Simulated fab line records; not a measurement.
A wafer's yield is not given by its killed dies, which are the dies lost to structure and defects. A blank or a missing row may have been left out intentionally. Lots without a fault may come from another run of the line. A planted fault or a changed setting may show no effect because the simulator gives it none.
fab line records	flow nand_harc
[record] lots = 24	wafers = 72	last_day = 33
route steps=1302 shown P_M2@329 P_BONDPAD@374
lots untouched by any fault: they come from a run of this same line in which no faults occurred
start_h: hours from the record's opening day to when the first of the lot's shown wafers began	wait_h: time in hours since the lot's previous step	" same as the row above	L1.1+2: several wafers, shown together as one row	- no value, or no start was given	* or withheld: withheld	< > ~ a bound
route shown NAME@n: names a module that has steps shown in the file, with the first one's number in the route	usual: the fault-free wafers' mean and standard deviation	same: alike in all rows	chamber/n: place in a boat	sites: per-site readings	_std_site: the standard deviation of these	_edge_site: inner sites' mean taken away from outer sites' mean	radius_mm: how far each site lies from the wafer's centre	mask NAME#n: copy n	behind: the tool/chamber that last shaped the wafer	hold: reason for holding the lot/hours on hold/outcome of the hold	device: the transistor (n, p or np) that didn't switch	end of line: the tests these same wafers got at the end of their route	for a step that has no rows: nothing shown but its recipe	killed: dies lost to structure and defects at the first sort, not the wafer's yield	map: the dies of a wafer, with x for killed, . for not killed, _ for no die there
set.NAME: setting as actually run; set.NAME@STEP: the setting as run at that earlier step	model.NAME: the simulator's own value behind a step, which no gauge read
a sample of lots followed through the steps of the route, with each step as a table and each wafer as a row
services: when a tool's chamber went out of use (start_h, in hours from the record's first day, below 0 if earlier), for how many hours, and the reason
[[steps]]
[step NHARC_P_M2_OVL_MEAS_10]
[recipe] pitch_nm = 340
[usual] overlay_x_nm = 0.1/0.93	overlay_y_nm = 0.0/0.97
lot.wafer	tool	chamber	start_h	wait_h	overlay_x_nm	overlay_y_nm
L074.3	overlay-01	-	139.10	-	0.2	-0.4
L074.5	"	-	"	"	-0.3	-0.1
L074.6	"	-	"	"	0.1	-0.3
L075.2	overlay-02	-	141.64	-	-1.2	1.7
L075.3	"	-	"	"	-1.2	1.6
L075.6	"	-	"	"	-0.5	2.3
L076.1	overlay-02	-	149.49	-	0.3	-0.9
L076.4	"	-	"	"	0.4	-0.6
L076.6	"	-	"	"	0.5	-0.7
L077.1	overlay-02	-	157.95	-	0.3	-2.1
L077.3	"	-	"	"	0.7	-1.8
L077.6	"	-	"	"	0.6	-2.3
L078.3	overlay-02	-	167.64	-	0.2	-0.4
L078.4	"	-	"	"	0.2	-0.1
L078.5	"	-	"	"	-0.1	0.0
L079.3	overlay-02	-	187.78	-	-0.3	0.2
L079.4	"	-	"	"	-0.8	-0.3
L079.6	"	-	"	"	-0.8	-0.5
L080.1	overlay-02	-	191.55	-	0.5	0.1
L080.2	"	-	"	"	0.4	0.6
L080.3	"	-	"	"	0.5	0.6
L081.2	overlay-02	-	198.39	-	0.9	0.0
L081.3	"	-	"	"	1.1	-0.1
L081.6	"	-	"	"	1.3	0.3
L082.2	overlay-02	-	214.51	-	0.9	0.7
L082.3	"	-	"	"	0.5	0.2
L082.4	"	-	"	"	1.3	0.3
L083.1	overlay-01	-	223.55	-	0.6	1.4
L083.2	"	-	"	"	0.2	1.6
L083.3	"	-	"	"	0.4	1.2
L084.1	overlay-01	-	233.90	-	2.4	-0.1
L084.2	"	-	"	"	2.5	-0.1
L084.5	"	-	"	"	2.2	-0.1
L085.1	overlay-01	-	240.56	-	1.3	-1.0
L085.3	"	-	"	"	0.4	-0.8
L085.4	"	-	"	"	0.8	-1.8
L086.2	overlay-02	-	246.30	-	-0.6	0.7
L086.3	"	-	"	"	-0.3	0.0
L086.5	"	-	"	"	-0.8	0.0
L087.2	overlay-01	-	257.40	-	-1.1	-0.2
L087.4	"	-	"	"	-0.8	0.3
L087.5	"	-	"	"	-0.5	-0.1
L088.1	overlay-02	-	275.25	-	0.2	-0.9
L088.2	"	-	"	"	-0.3	-1.4
L088.6	"	-	"	"	-0.4	-0.9
L089.2	overlay-01	-	287.02	-	0.9	1.2
L089.5	"	-	"	"	0.9	0.9
L089.6	"	-	"	"	0.1	1.0
L090.2	overlay-02	-	294.44	-	0.6	0.9
L090.5	"	-	"	"	1.2	0.4
L090.6	"	-	"	"	0.9	1.0
L091.1	overlay-01	-	298.75	-	-1.3	-1.0
L091.5	"	-	"	"	-0.7	-0.7
L091.6	"	-	"	"	-0.9	-1.1
L092.2	overlay-02	-	309.95	-	-1.6	-0.1
L092.3	"	-	"	"	-1.4	-0.2
L092.4	"	-	"	"	-1.3	0.2
L093.1	overlay-01	-	319.97	-	-0.7	0.0
L093.4	"	-	"	"	-1.8	0.4
L093.6	"	-	"	"	-1.2	0.5
L094.2	overlay-01	-	328.23	-	1.0	-0.9
L094.3	"	-	"	"	0.5	-1.2
L094.6	"	-	"	"	0.4	-0.7
L095.1	overlay-01	-	337.18	-	-0.4	-0.3
L095.2	"	-	"	"	-0.2	0.3
L095.4	"	-	"	"	-0.4	-0.2
L096.1	overlay-01	-	347.66	-	0.2	2.3
L096.2	"	-	"	"	0.0	1.9
L096.6	"	-	"	"	-1.0	2.2
L097.1	overlay-01	-	361.49	-	0.3	-0.9
L097.2	"	-	"	"	0.1	-1.2
L097.5	"	-	"	"	0.8	-0.6
[step NHARC_P_M2_INSPECT_11]
[usual] raw_defect_count = 5/3.2
lot.wafer	tool	chamber	start_h	wait_h	raw_defect_count
L074.3	defect_inspect-01	-	139.14	0.0	4
L074.5	"	-	"	"	10
L074.6	"	-	"	"	7
L075.2	defect_inspect-02	-	141.68	0.0	1
L075.3	"	-	"	"	3
L075.6	"	-	"	"	10
L076.1	defect_inspect-01	-	149.52	0.0	3
L076.4	"	-	"	"	4
L076.6	"	-	"	"	4
L077.1	defect_inspect-02	-	157.98	0.0	7
L077.3	"	-	"	"	8
L077.6	"	-	"	"	2
L078.3	defect_inspect-02	-	167.68	0.0	2
L078.4	"	-	"	"	11
L078.5	"	-	"	"	9
L079.3	defect_inspect-02	-	187.81	0.0	5
L079.4	"	-	"	"	7
L079.6	"	-	"	"	5
L080.1	defect_inspect-02	-	191.59	0.0	2
L080.2	"	-	"	"	6
L080.3	"	-	"	"	2
L081.2	defect_inspect-02	-	198.42	0.0	3
L081.3	"	-	"	"	4
L081.6	"	-	"	"	0
L082.2	defect_inspect-02	-	214.55	0.0	3
L082.3	"	-	"	"	6
L082.4	"	-	"	"	3
L083.1	defect_inspect-01	-	223.59	0.0	1
L083.2	"	-	"	"	6
L083.3	"	-	"	"	5
L084.1	defect_inspect-01	-	233.94	0.0	4
L084.2	"	-	"	"	2
L084.5	"	-	"	"	1
L085.1	defect_inspect-02	-	240.59	0.0	2
L085.3	"	-	"	"	3
L085.4	"	-	"	"	3
L086.2	defect_inspect-02	-	246.34	0.0	11
L086.3	"	-	"	"	6
L086.5	"	-	"	"	14
L087.2	defect_inspect-01	-	257.44	0.0	7
L087.4	"	-	"	"	6
L087.5	"	-	"	"	3
L088.1	defect_inspect-02	-	275.28	0.0	2
L088.2	"	-	"	"	0
L088.6	"	-	"	"	6
L089.2	defect_inspect-01	-	287.06	0.0	7
L089.5	"	-	"	"	8
L089.6	"	-	"	"	3
L090.2	defect_inspect-01	-	294.48	0.0	2
L090.5	"	-	"	"	3
L090.6	"	-	"	"	2
L091.1	defect_inspect-01	-	298.78	0.0	5
L091.5	"	-	"	"	3
L091.6	"	-	"	"	5
L092.2	defect_inspect-02	-	309.98	0.0	10
L092.3	"	-	"	"	8
L092.4	"	-	"	"	8
L093.1	defect_inspect-02	-	320.00	0.0	4
L093.4	"	-	"	"	4
L093.6	"	-	"	"	3
L094.2	defect_inspect-02	-	328.26	0.0	6
L094.3	"	-	"	"	10
L094.6	"	-	"	"	11
L095.1	defect_inspect-02	-	337.21	0.0	8
L095.2	"	-	"	"	6
L095.4	"	-	"	"	6
L096.1	defect_inspect-02	-	347.70	0.0	4
L096.2	"	-	"	"	5
L096.6	"	-	"	"	4
L097.1	defect_inspect-02	-	361.53	0.0	5
L097.2	"	-	"	"	1
L097.5	"	-	"	"	3
[step NHARC_P_M2_DESCUM_14]
[recipe] time_s = 3	o2_flow_sccm = 200	ar_flow_sccm = 0	bias_power_w = 0	chemistry = O2
[usual] drypump_motor_current_A = 5.4/0.4	oes_product_au = 0.999/0.0092	rf_vpp_V = 57.9/0.88	showerhead_plenum_p_Torr = 1.90/0.089	throttle_valve_pct = 11.310/0.0097
lot.wafer	tool	chamber	start_h	wait_h	drypump_motor_current_A	oes_product_au	rf_hours_counter_h	rf_vpp_V	showerhead_plenum_p_Torr	throttle_valve_pct
L074.3	rie_diel-04	2	139.21	0.1	5.8	1.016	6.5	57.4	1.79	11.322
L074.6	"	1	"	"	5.5	1.021	-	57.1	1.80	11.309
L074.5	"	2	"	"	5.8	1.005	-	56.6	1.79	11.320
L075.2	rie_diel-04	0	141.74	0.1	5.2	1.007	4.9	58.0	1.95	11.300
L075.3	"	2	"	"	5.8	1.008	6.6	58.0	1.79	11.319
L075.6	"	1	"	"	5.6	1.012	-	59.3	1.80	11.313
L076.1	rie_diel-01	2	149.59	0.1	6.2	0.997	5.4	58.0	1.97	11.304
L076.6	"	2	"	"	6.1	0.998	-	58.7	1.97	11.298
L076.4	"	0	"	"	5.0	0.991	-	59.3	1.98	11.295
L077.1	rie_diel-11	1	158.04	0.1	5.3	1.004	5.3	58.5	1.83	11.321
L077.3	"	2	"	"	6.1	1.004	5.4	58.0	1.96	11.322
L077.6	"	1	"	"	5.3	1.010	-	55.3	1.83	11.299
L078.3	rie_diel-01	0	167.74	0.1	5.0	1.000	6.8	58.0	1.98	11.312
L078.4	"	3	"	"	5.3	1.008	7.0	58.1	1.78	11.308
L078.5	"	0	"	"	5.1	0.990	-	57.3	1.98	11.299
L079.4	rie_diel-11	1	187.87	0.1	5.3	1.001	6.1	57.4	1.83	11.301
L079.3	"	2	"	"	6.1	0.985	6.4	57.9	1.96	11.297
L079.6	"	1	"	"	5.3	0.994	-	55.1	1.83	11.288
L080.3	rie_diel-01	3	191.66	0.1	5.2	1.002	7.8	57.5	1.78	11.311
L080.2	"	0	"	"	5.0	1.002	7.4	58.4	1.98	11.308
L080.1	"	1	"	"	5.6	1.004	6.8	57.9	1.92	11.295
L081.2	rie_diel-01	0	198.49	0.1	5.0	0.986	7.8	57.7	1.98	11.312
L081.3	"	1	"	"	5.6	0.991	7.1	57.7	1.92	11.306
L081.6	"	3	"	"	5.2	0.991	-	58.0	1.78	11.331
L082.4	rie_diel-01	0	214.62	0.1	5.0	0.992	0	58.7	1.98	11.306
L082.2	"	1	"	"	5.7	1.002	0	57.2	1.92	11.321
L082.3	"	2	"	"	6.2	1.001	0	57.9	1.97	11.308
L083.3	rie_diel-11	1	223.66	0.1	5.3	1.009	8.6	58.0	1.83	11.294
L083.2	"	2	"	"	6.1	0.991	8.7	58.7	1.96	11.315
L083.1	"	3	"	"	5.8	0.989	7.7	57.4	1.85	11.317
L084.1	rie_diel-04	2	234.00	0.1	5.8	1.006	2.1	56.7	1.79	11.302
L084.2	"	0	"	"	5.2	1.011	1.6	58.5	1.95	11.315
L084.5	"	3	"	"	5.2	1.011	-	58.5	2.06	11.307
L085.4	rie_diel-01	0	240.65	0.1	5.0	1.006	1.7	57.8	1.98	11.305
L085.1	"	1	"	"	5.6	1.003	1.6	58.2	1.92	11.306
L085.3	"	2	"	"	6.2	1.006	1.5	57.2	1.97	11.311
L086.2	rie_diel-11	3	246.41	0.1	5.7	0.998	9.4	57.8	1.85	11.332
L086.3	"	1	"	"	5.3	1.003	10.8	58.5	1.83	11.314
L086.5	"	3	"	"	5.8	0.991	-	57.4	1.85	11.316
L087.4	rie_diel-01	0	257.51	0.1	5.0	1.014	2.4	57.6	1.98	11.310
L087.2	"	1	"	"	5.6	0.999	2.3	59.6	1.92	11.317
L087.5	"	0	"	"	5.0	1.004	-	57.8	1.98	11.300
L088.1	rie_diel-01	3	275.34	0.1	5.3	0.995	3.5	56.1	1.78	11.303
L088.2	"	0	"	"	5.0	1.008	3.6	59.0	1.97	11.320
L088.6	"	1	"	"	5.6	1.008	-	58.5	1.92	11.315
L089.2	rie_diel-01	0	287.14	0.1	5.0	1.002	3.9	58.9	1.98	11.301
L089.5	"	3	"	"	5.3	0.989	-	57.1	1.78	11.307
L089.6	"	0	"	"	5.0	1.001	-	58.3	1.98	11.315
L090.2	rie_diel-11	1	294.55	0.1	5.4	1.008	1.9	56.5	1.83	11.305
L090.6	"	0	"	"	4.7	0.996	-	57.3	1.97	11.296
L090.5	"	1	"	"	5.3	1.011	-	58.4	1.83	11.304
L091.1	rie_diel-01	3	298.84	0.1	5.3	0.991	4.2	55.1	1.78	11.294
L091.5	"	0	"	"	5.0	0.999	-	59.1	1.98	11.305
L091.6	"	1	"	"	5.6	1.002	-	57.3	1.92	11.321
L092.2	rie_diel-01	3	310.04	0.1	5.3	0.998	4.8	58.0	1.78	11.314
L092.3	"	0	"	"	5.0	1.002	4.9	58.4	1.97	11.302
L092.4	"	2	"	"	6.1	1.000	3.0	57.4	1.97	11.319
L093.1	rie_diel-04	1	320.09	0.1	5.6	0.995	5.5	57.4	1.80	11.317
L093.4	"	2	"	"	5.8	1.005	-	57.5	1.79	11.328
L093.6	"	1	"	"	5.6	1.012	-	58.5	1.80	11.308
L094.3	rie_diel-01	3	328.32	0.1	5.3	0.995	5.8	56.7	1.78	11.301
L094.2	"	0	"	"	5.0	0.992	6.0	59.1	1.97	11.304
L094.6	"	3	"	"	5.3	0.991	-	57.8	1.78	11.302
L095.2	rie_diel-04	2	337.28	0.1	5.9	1.002	6.4	56.1	1.79	11.320
L095.1	"	3	"	"	5.2	0.997	8.9	57.4	2.06	11.310
L095.4	"	0	"	"	5.2	0.999	7.0	57.7	1.95	11.303
L096.1	rie_diel-04	2	347.78	0.1	5.8	0.995	6.9	56.9	1.79	11.314
L096.2	"	3	"	"	5.2	1.006	9.5	57.6	2.06	11.309
L096.6	"	0	"	"	5.2	1.008	-	58.5	1.95	11.305
L097.2	rie_diel-11	1	361.61	0.1	5.3	1.000	5.9	56.3	1.82	11.316
L097.1	"	2	"	"	6.1	1.002	5.3	57.7	1.96	11.320
L097.5	"	0	"	"	4.7	0.977	-	58.2	1.97	11.311
[step NHARC_P_M2_CD_MEAS_16]
[usual] cd_nm = 170.2/0.83
lot.wafer	tool	chamber	start_h	wait_h	cd_nm
L074.3	cd_sem-02	-	139.51	-	170.7
L074.5	"	-	"	"	171.1
L074.6	"	-	"	"	170.2
L075.2	cd_sem-03	-	142.05	-	170.0
L075.3	"	-	"	"	171.1
L075.6	"	-	"	"	170.2
L076.1	cd_sem-01	-	149.94	-	169.9
L076.4	"	-	"	"	168.7
L076.6	"	-	"	"	169.3
L077.1	cd_sem-01	-	158.39	-	169.4
L077.3	"	-	"	"	168.8
L077.6	"	-	"	"	170.6
L078.3	cd_sem-01	-	168.05	-	169.3
L078.4	"	-	"	"	170.6
L078.5	"	-	"	"	169.9
L079.3	cd_sem-01	-	188.18	-	169.3
L079.4	"	-	"	"	169.8
L079.6	"	-	"	"	168.9
L080.1	cd_sem-01	-	191.95	-	170.5
L080.2	"	-	"	"	170.4
L080.3	"	-	"	"	171.6
L081.2	cd_sem-01	-	198.79	-	170.3
L081.3	"	-	"	"	172.1
L081.6	"	-	"	"	171.8
L082.2	cd_sem-03	-	214.92	-	171.5
L082.3	"	-	"	"	168.4
L082.4	"	-	"	"	169.9
L083.1	cd_sem-03	-	223.95	-	169.2
L083.2	"	-	"	"	171.1
L083.3	"	-	"	"	170.7
L084.1	cd_sem-02	-	234.31	-	170.7
L084.2	"	-	"	"	170.5
L084.5	"	-	"	"	168.0
L085.1	cd_sem-01	-	240.96	-	170.8
L085.3	"	-	"	"	169.6
L085.4	"	-	"	"	169.9
L086.2	cd_sem-02	-	246.70	-	169.8
L086.3	"	-	"	"	169.3
L086.5	"	-	"	"	170.5
L087.2	cd_sem-02	-	257.80	-	170.3
L087.4	"	-	"	"	170.1
L087.5	"	-	"	"	169.2
L088.1	cd_sem-02	-	275.69	-	169.6
L088.2	"	-	"	"	170.5
L088.6	"	-	"	"	171.5
L089.2	cd_sem-02	-	287.47	-	170.0
L089.5	"	-	"	"	171.1
L089.6	"	-	"	"	169.4
L090.2	cd_sem-01	-	294.85	-	169.6
L090.5	"	-	"	"	169.6
L090.6	"	-	"	"	168.8
L091.1	cd_sem-02	-	299.19	-	171.2
L091.5	"	-	"	"	170.8
L091.6	"	-	"	"	171.6
L092.2	cd_sem-01	-	310.35	-	170.6
L092.3	"	-	"	"	170.4
L092.4	"	-	"	"	170.2
L093.1	cd_sem-02	-	320.41	-	170.9
L093.4	"	-	"	"	169.8
L093.6	"	-	"	"	169.6
L094.2	cd_sem-02	-	328.63	-	169.5
L094.3	"	-	"	"	169.4
L094.6	"	-	"	"	171.0
L095.1	cd_sem-03	-	337.58	-	169.0
L095.2	"	-	"	"	170.3
L095.4	"	-	"	"	170.0
L096.1	cd_sem-01	-	348.06	-	171.0
L096.2	"	-	"	"	169.7
L096.6	"	-	"	"	169.2
L097.1	cd_sem-02	-	361.90	-	170.0
L097.2	"	-	"	"	170.7
L097.5	"	-	"	"	170.0
[step NHARC_P_M2_STRIP_18]
[recipe] power_w = 1000	n2_flow_sccm = 150	h2_flow_sccm = 150	ar_flow_sccm = 0	bias_w = 0	chemistry = N2/H2
[usual] drypump_motor_current_A = 5.5/0.41	oes_product_au = 0.998/0.009	rf_vpp_V = 90.6/1	showerhead_plenum_p_Torr = 2.03/0.1	throttle_valve_pct = 14.169/0.0094
lot.wafer	tool	chamber	start_h	wait_h	drypump_motor_current_A	oes_product_au	rf_hours_counter_h	rf_vpp_V	showerhead_plenum_p_Torr	throttle_valve_pct
L074.3	rie_diel-11	0	139.60	0.1	4.7	0.987	3.5	91.1	2.11	14.182
L074.6	"	3	"	"	5.8	0.991	-	89.1	1.98	14.176
L074.5	"	0	"	"	4.7	0.979	-	91.9	2.11	14.153
L075.3	rie_diel-11	3	142.12	0.1	5.8	0.996	3.6	90.9	1.98	14.170
L075.2	"	2	"	"	6.1	1.000	3.6	91.0	2.10	14.163
L075.6	"	3	"	"	5.8	0.997	-	90.0	1.97	14.176
L076.1	rie_diel-04	1	150.04	0.1	5.6	1.017	6.0	90.0	1.91	14.174
L076.4	"	3	"	"	5.2	1.001	5.8	91.0	2.21	14.165
L076.6	"	0	"	"	5.2	1.009	-	91.3	2.08	14.169
L077.3	rie_diel-04	0	158.47	0.1	5.2	0.995	6.0	90.7	2.08	14.167
L077.1	"	1	"	"	5.6	1.007	7.1	89.5	1.91	14.157
L077.6	"	1	"	"	5.5	1.006	-	88.9	1.91	14.163
L078.3	rie_diel-04	1	168.12	0.1	5.6	1.006	7.3	89.5	1.91	14.157
L078.4	"	0	"	"	5.2	0.998	6.3	91.3	2.08	14.172
L078.5	"	2	"	"	5.8	1.007	-	90.0	1.90	14.165
L079.3	rie_diel-11	1	188.28	0.1	5.3	1.003	6.2	91.1	1.95	14.174
L079.4	"	2	"	"	6.1	0.995	6.4	91.1	2.09	14.165
L079.6	"	0	"	"	4.7	0.984	-	92.8	2.11	14.182
L080.3	rie_diel-11	0	192.03	0.1	4.7	0.981	6.5	90.4	2.11	14.175
L080.1	"	1	"	"	5.3	0.996	6.3	90.0	1.95	14.161
L080.2	"	2	"	"	6.1	0.983	6.6	89.8	2.09	14.184
L081.2	rie_diel-04	3	198.86	0.1	5.2	1.004	0.6	92.2	2.20	14.156
L081.3	"	1	"	"	5.5	1.004	0.6	91.0	1.91	14.172
L081.6	"	1	"	"	5.6	1.002	-	89.8	1.91	14.169
L082.3	rie_diel-04	2	214.99	0.1	5.9	1.003	1.9	90.3	1.90	14.174
L082.4	"	3	"	"	5.2	1.005	2.3	91.8	2.20	14.173
L082.2	"	1	"	"	5.5	1.003	1.9	89.0	1.91	14.179
L083.1	rie_diel-01	0	224.06	0.1	5.0	1.002	0.2	92.0	2.11	14.170
L083.3	"	1	"	"	5.6	0.997	0.2	90.6	2.05	14.200
L083.2	"	2	"	"	6.2	0.999	0.3	90.8	2.10	14.166
L084.2	rie_diel-01	0	234.41	0.1	5.0	1.002	1.2	91.5	2.11	14.169
L084.1	"	1	"	"	5.6	1.003	1.0	90.4	2.05	14.170
L084.5	"	3	"	"	5.3	0.983	-	89.9	1.89	14.165
L085.3	rie_diel-11	0	241.03	0.1	4.7	0.987	11.1	92.0	2.11	14.168
L085.4	"	2	"	"	6.1	0.992	9.3	91.6	2.09	14.171
L085.1	"	3	"	"	5.8	0.983	9.3	89.3	1.97	14.164
L086.3	rie_diel-01	2	246.78	0.1	6.2	0.997	1.7	90.7	2.10	14.170
L086.2	"	1	"	"	5.6	0.999	1.8	91.4	2.05	14.181
L086.5	"	2	"	"	6.2	1.003	-	91.9	2.10	14.158
L087.2	rie_diel-04	3	257.90	0.1	5.2	1.003	5.0	91.3	2.20	14.185
L087.4	"	0	"	"	5.2	1.002	4.9	91.3	2.08	14.172
L087.5	"	3	"	"	5.2	0.988	-	92.9	2.20	14.150
L088.2	rie_diel-11	3	275.77	0.1	5.8	1.009	0.2	90.3	1.97	14.181
L088.1	"	1	"	"	5.3	1.008	0.2	89.7	1.95	14.154
L088.6	"	2	"	"	6.1	1.010	-	90.2	2.09	14.183
L089.2	rie_diel-11	1	287.62	0.1	5.3	1.003	1.7	90.6	1.94	14.189
L089.5	"	2	"	"	6.1	1.001	-	91.1	2.09	14.190
L089.6	"	3	"	"	5.8	0.989	-	90.8	1.97	14.178
L090.2	rie_diel-11	3	294.95	0.1	5.8	0.998	2.5	90.0	1.97	14.169
L090.6	"	2	"	"	6.1	1.009	-	91.1	2.09	14.172
L090.5	"	3	"	"	5.8	0.985	-	89.0	1.97	14.171
L091.1	rie_diel-04	1	299.34	0.1	5.6	0.998	5.1	91.1	1.91	14.158
L091.6	"	0	"	"	5.2	1.005	-	89.5	2.08	14.189
L091.5	"	1	"	"	5.6	1.002	-	91.0	1.91	14.182
L092.3	rie_diel-11	2	310.42	0.1	6.1	1.007	2.7	90.6	2.09	14.171
L092.4	"	3	"	"	5.8	0.988	3.4	89.7	1.97	14.173
L092.2	"	1	"	"	5.3	0.998	2.8	90.2	1.94	14.182
L093.1	rie_diel-04	1	320.49	0.1	5.5	0.996	5.6	90.7	1.91	14.173
L093.6	"	2	"	"	5.8	1.004	-	89.1	1.90	14.166
L093.4	"	3	"	"	5.2	0.997	-	91.6	2.20	14.159
L094.2	rie_diel-01	0	328.70	0.1	5.0	1.003	6.1	91.5	2.11	14.161
L094.3	"	1	"	"	5.6	1.007	5.6	90.1	2.04	14.170
L094.6	"	1	"	"	5.6	1.010	-	90.9	2.04	14.165
L095.4	rie_diel-04	3	337.65	0.1	5.2	1.005	9.0	93.5	2.20	14.170
L095.1	"	0	"	"	5.2	0.992	7.1	90.8	2.08	14.170
L095.2	"	2	"	"	5.8	0.996	6.5	89.2	1.90	14.174
L096.1	rie_diel-04	2	348.14	0.1	5.8	0.999	7.0	89.3	1.90	14.172
L096.2	"	1	"	"	5.6	1.013	7.6	89.5	1.91	14.169
L096.6	"	2	"	"	5.8	0.989	-	89.9	1.90	14.158
L097.1	rie_diel-01	1	362.00	0.1	5.6	1.003	8.4	90.9	2.04	14.166
L097.2	"	2	"	"	6.1	0.997	6.6	90.3	2.10	14.151
L097.5	"	1	"	"	5.6	1.003	-	89.6	2.04	14.183
[step NHARC_P_BONDPAD_DEGAS_25]
[recipe] temp_c = 300	time_s = 60
[usual] heater_power_w = 468/23
lot.wafer	tool	chamber	start_h	wait_h	heater_power_w
L074.3	pvd_sputter-03	-	144.64	-	461
L074.5	"	-	"	"	468
L074.6	"	-	"	"	474
L075.2	pvd_sputter-02	-	147.25	-	459
L075.3	"	-	"	"	470
L075.6	"	-	"	"	476
L076.4	pvd_sputter-03	-	155.14	-	474
L076.1	"	-	"	"	450
L076.6	"	-	"	"	465
L077.1	pvd_sputter-01	-	163.47	-	516
L077.3	"	-	"	"	438
L077.6	"	-	"	"	456
L078.3	pvd_sputter-02	-	173.30	-	481
L078.4	"	-	"	"	482
L078.5	"	-	"	"	489
L079.4	pvd_sputter-02	-	193.56	-	474
L079.3	"	-	"	"	470
L079.6	"	-	"	"	482
L080.1	pvd_sputter-02	-	197.01	-	475
L080.3	"	-	"	"	476
L080.2	"	-	"	"	470
L081.2	pvd_sputter-01	-	204.07	-	432
L081.3	"	-	"	"	521
L081.6	"	-	"	"	448
L082.3	pvd_sputter-03	-	220.31	-	447
L082.2	"	-	"	"	437
L082.4	"	-	"	"	483
L083.1	pvd_sputter-02	-	229.07	-	480
L083.2	"	-	"	"	483
L083.3	"	-	"	"	467
L084.2	pvd_sputter-01	-	239.64	-	504
L084.1	"	-	"	"	430
L084.5	"	-	"	"	485
L085.1	pvd_sputter-02	-	246.21	-	479
L085.4	"	-	"	"	480
L085.3	"	-	"	"	467
L086.2	pvd_sputter-01	-	252.07	-	510
L086.3	"	-	"	"	419
L086.5	"	-	"	"	465
L087.4	pvd_sputter-02	-	262.97	-	481
L087.2	"	-	"	"	480
L087.5	"	-	"	"	476
L088.2	pvd_sputter-02	-	281.03	-	487
L088.1	"	-	"	"	476
L088.6	"	-	"	"	471
L089.2	pvd_sputter-03	-	292.67	-	432
L089.5	"	-	"	"	446
L089.6	"	-	"	"	491
L090.2	pvd_sputter-02	-	300.10	-	495
L090.6	"	-	"	"	491
L090.5	"	-	"	"	477
L091.1	pvd_sputter-02	-	304.51	-	496
L091.6	"	-	"	"	478
L091.5	"	-	"	"	462
L092.4	pvd_sputter-03	-	315.56	-	457
L092.3	"	-	"	"	424
L092.2	"	-	"	"	450
L093.1	pvd_sputter-03	-	326.16	-	468
L093.4	"	-	"	"	421
L093.6	"	-	"	"	488
L094.3	pvd_sputter-03	-	333.86	-	429
L094.2	"	-	"	"	458
L094.6	"	-	"	"	442
L095.2	pvd_sputter-03	-	342.67	-	460
L095.1	"	-	"	"	415
L095.4	"	-	"	"	429
L096.1	pvd_sputter-02	-	353.12	-	482
L096.2	"	-	"	"	464
L096.6	"	-	"	"	486
L097.1	pvd_sputter-01	-	366.98	-	441
L097.2	"	-	"	"	484
L097.5	"	-	"	"	505
[[services]]
tool	chamber	start_h	hours	kind
rie_diel-01	1	149.53	3.6	repair
rie_diel-11	3	149.74	8.9	repair
rie_diel-01	2	150.31	16.7	repair
pvd_sputter-03	-	170.00	10.0	pm
rie_diel-04	0	176.63	23.5	repair
rie_diel-04	-	177.90	9.0	pm
pvd_sputter-02	-	198.26	3.9	repair
rie_diel-01	-	203.80	9.0	pm
rie_diel-11	1	206.31	2.0	repair
rie_diel-11	2	224.62	5.0	repair
rie_diel-04	2	235.87	5.6	repair
rie_diel-04	1	236.76	4.6	repair
rie_diel-01	0	247.16	2.2	repair
rie_diel-11	-	255.57	9.0	pm
rie_diel-11	0	270.32	8.9	repair
rie_diel-01	2	274.21	32.6	repair
pvd_sputter-03	-	275.81	11.8	repair
pvd_sputter-02	-	282.00	10.0	pm
rie_diel-01	0	287.67	1.6	repair
rie_diel-04	2	298.19	2.4	repair
rie_diel-04	0	312.23	18.8	repair
rie_diel-11	0	316.61	6.7	repair
rie_diel-04	-	354.90	9.0	pm
rie_diel-11	0	362.59	8.7	repair
[[key]]
fault none
